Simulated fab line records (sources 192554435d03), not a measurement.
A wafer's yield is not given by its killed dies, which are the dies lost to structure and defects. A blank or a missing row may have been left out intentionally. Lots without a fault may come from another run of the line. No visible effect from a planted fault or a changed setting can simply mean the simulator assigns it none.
Chamber matching | flow n5Finfet | rieDiel-03 running N5_BEOL_M8_ETCH_41: 4 sister chambers
The step etches SiCN in CH3F/O2, target depth 31.9 nm, time 57.8 s. 4 wafers are shown with their chamber, then 6 later ones without.

== EACH WAFER AND ITS CHAMBER ==
wafer  | chamber | drypumpMotorCurrentA (A)
L211.5 | 2       | 6.0
L211.6 | 3       | 5.5
L210.1 | 0       | 5.3
L210.2 | 1       | 6.6

== WAFERS WHOSE CHAMBER IS MISSING ==
wafer  | drypumpMotorCurrentA (A)
L210.4 | 6.0
L214.3 | 6.6
L214.6 | 6.0
L216.2 | 5.9
L216.4 | 6.6
L216.6 | 5.4

== WHICH CHAMBER EACH WENT THROUGH ==
wafer  | from the rows above     | in truth
L210.4 | 2                       | 2
L214.3 | 1                       | 1
L214.6 | 2                       | 2
L216.2 | 2                       | 2
L216.4 | 1                       | 1
L216.6 | can't be placed: 3 or 0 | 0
Placed correctly: 5 of 6. Cannot be placed on the basis of these rows: 1; the candidates contain the true chamber in 1. Wrongly placed: 0.
How it was worked out, from the rows above alone: a wafer's distance from a chamber is the root of the sum, over the readings, of the square of ((its reading less the chamber's mean) divided by the reading's scatter). The wafer belongs to the nearest chamber; if the next one is less than 2 further off, it can't be placed. The mean given for a chamber averages the wafers shown for that chamber. The scatter: root of mean squared gap, hidden wafer to nearest shown wafer, with one shown wafer a chamber.
